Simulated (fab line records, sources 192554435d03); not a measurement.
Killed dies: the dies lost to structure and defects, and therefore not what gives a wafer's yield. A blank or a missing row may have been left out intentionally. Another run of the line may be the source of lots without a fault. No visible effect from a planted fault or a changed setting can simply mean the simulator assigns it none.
A lot that was struck, set against a sound lot | flow n5_finfet | 18 out of 1938 route steps
Sound: these wafers, L692.1, L692.2, L692.6. Struck: wafer L708.4 (L708.3, L708.5, from the same lot, were not struck and are left out); the cause is given at the end.
For every step that has rows: the tool of each side, followed by ch and its chambers, followed by its first start. Under that, the readings that differ: sound wafers | struck wafers | difference of the means | sigmas: that difference in standard deviations of wafers without a fault.
alike: same words and numbers on both sides, and readings whose means sit less than 2 such deviations apart. not compared: any withheld reading, any reading some wafer has no value for, any bound like >300 that may hide the same value, and any number with overlapping values for which the record gives no deviation.
A row with sigmas, a row that says differs or no value, or rows on one side alone: a step with any of these is where the two part. Numbers that don't overlap but have no deviation are shown without sigmas and don't part them. Lack of a reading on every wafer of one side parts them only where that side has two or more wafers.

first, 8 steps without rows for these wafers: N5_PASSIVATION_HMDS_03 (time 60 s); N5_PASSIVATION_COAT_04; N5_PASSIVATION_EBR_06; N5_PASSIVATION_SOFTBAKE_05 (time 90 s); N5_PASSIVATION_EXPOSE_07 (exposes mask TV, defocus 0 nm, target cd 3000 nm); N5_PASSIVATION_PEB_08; N5_PASSIVATION_DEVELOP_09 (develop time 60 s); N5_PASSIVATION_HARDBAKE_11 (time 120 s).
N5_PASSIVATION_CD_MEAS_10: target cd 3000 nm.
  sound on cd_sem-01 ch 0, day 14 01:59; struck on cd_sem-02 ch 0, day 17 14:10
  reading    | sound                | struck | difference | sigmas
  cd_nm (nm) | 3004.8 2999.2 2999.8 | 3007.3 | +6.0       | +2
N5_PASSIVATION_OVL_MEAS_60:
  sound on overlay-01 ch 0, day 14 02:01; struck on overlay-01 ch 0, day 17 14:12
  alike: TV_OVL
N5_PASSIVATION_INSPECT_61: inspects for defects (macro).
  struck on defect_inspect-01, day 17 14:13; sound on defect_inspect-02, day 14 02:03
  alike: raw_defect_count
N5_PASSIVATION_DESCUM_12: chemistry O2, time 7.9 s.
  sound on rie_diel-02 ch 0,1,3, day 14 02:09; struck on rie_diel-03 ch 2, day 17 14:15
  alike: drypump_motor_current_A, oes_product_au, rf_vpp_V, showerhead_plenum_p_Torr, throttle_valve_pct
  not compared: rf_hours_counter_h
N5_PASSIVATION_PASS_ETCH_74: etches SiNx in CF4/O2, target depth 220 nm, time 110 s.
  sound on rie_diel-02 ch 0,1,3, day 14 02:13; struck on rie_diel-03 ch 2, day 17 14:19
  reading                         | sound         | struck | difference | sigmas
  model.etch.depth_nm (nm)        | 221.2 218 213 | 187.2  | -30.2      |
  model.TV_OPEN.cd_offset_nm (nm) | 0.2 0 0.6     | 1      | +1         |
  alike: O2_flow_sccm, drypump_motor_current_A, oes_f_703_au, oes_product_au, rf_vpp_V, showerhead_plenum_p_Torr, throttle_valve_pct
  not compared: rf_hours_counter_h, model.coat_of_PASSIVATION_COAT_04.thk_nm
N5_PASSIVATION_VIA_ETCH_13: etches SiO2 in CHF3/O2, target depth 660 nm, time 330 s.
  sound on rie_diel-02 ch 0,1,3, day 14 02:19; struck on rie_diel-03 ch 2, day 17 14:25
  alike: O2_flow_sccm, drypump_motor_current_A, etch_rf_on_time_s, oes_f_703_au, oes_product_au, rf_vpp_V, showerhead_plenum_p_Torr, throttle_valve_pct
  not compared: rf_hours_counter_h, model.coat_of_PASSIVATION_COAT_04.thk_nm
N5_PASSIVATION_STRIP_14: strips in O2.
  sound on rie_diel-02 ch 0,1,3, day 14 02:30; struck on rie_diel-03 ch 2, day 17 14:37
  reading      | sound       | struck | difference | sigmas
  rf_vpp_V (V) | 3.1 3.1 4.2 | 5.5    | +2.0       | +2
  alike: drypump_motor_current_A, oes_product_au, showerhead_plenum_p_Torr, throttle_valve_pct
  not compared: rf_hours_counter_h
N5_PASSIVATION_ETCH_15: etches SiCN in CF4/N2, target depth 75 nm, time 81.2 s.
  sound: rie_diel-02 ch 0,1,3; struck: rie_diel-03 ch 2
  reading                         | sound       | struck | difference | sigmas
  model.TV_OPEN.cd_offset_nm (nm) | 0.8 1.2 1.8 | 2.8    | +1.5       |
  alike: drypump_motor_current_A, oes_product_au, rf_vpp_V, showerhead_plenum_p_Torr, throttle_valve_pct
  not compared: rf_hours_counter_h
then, 1 step without rows for these wafers: N5_PASSIVATION_STRIP_73 (strips in post etch residue remover, time 60 s).
N5_PASSIVATION_PROBE_49:
  the record holds rows for the sound wafers here (prober-02, day 14 09:10) but none for the struck ones

WHERE THEY PART
At N5_PASSIVATION_CD_MEAS_10 first; at N5_PASSIVATION_PROBE_49 last (within this record only).

WHY: what had been put in by the simulator
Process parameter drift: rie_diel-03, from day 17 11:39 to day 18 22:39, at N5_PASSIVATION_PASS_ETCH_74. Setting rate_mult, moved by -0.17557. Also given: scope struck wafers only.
